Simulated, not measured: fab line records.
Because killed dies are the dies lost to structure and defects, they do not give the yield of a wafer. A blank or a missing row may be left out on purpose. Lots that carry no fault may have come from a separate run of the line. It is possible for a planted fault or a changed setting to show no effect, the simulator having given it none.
Chamber matching -- flow nandHarc -- pecvd-01 running NHARC_A_CONTACT_DEP_58: 3 sister chambers
The step deposits SiON, target thk 90 nm. 3 wafers are shown with their chamber, then 8 later ones without.

WAFERS, EACH WITH ITS CHAMBER
wafer,chamber,heaterPowerW (W)
L327.2,1,780
L327.3,2,677
L330.1,0,580

WAFERS WHOSE CHAMBER IS MISSING
wafer,heaterPowerW (W)
L330.3,557
L330.4,871
L331.1,685
L331.2,589
L331.4,777
L332.2,603
L332.3,676
L332.6,606

CHAMBER TAKEN BY EACH
wafer,from the rows above,in truth
L330.3,0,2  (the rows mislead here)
L330.4,1,1
L331.1,2,2
L331.2,0,0
L331.4,1,1
L332.2,can't be placed: 0 or 2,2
L332.3,2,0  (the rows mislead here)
L332.6,can't be placed: 0 or 2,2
Correct placement for 4 of the 8. Can't be placed from these rows: 2 (the true chamber is among the candidates in 2). 2 placed wrongly.
How it was worked out, from the rows above alone: a wafer's distance from a chamber is the root of the sum, over the readings, of the square of ((its reading less the chamber's mean) divided by the reading's scatter). The wafer belongs to the nearest chamber; if the next one is less than 2 further off, it can't be placed. Each chamber's mean is taken over the wafers shown for it. The scatter: root of mean squared gap, hidden wafer to nearest shown wafer, with one shown wafer a chamber.
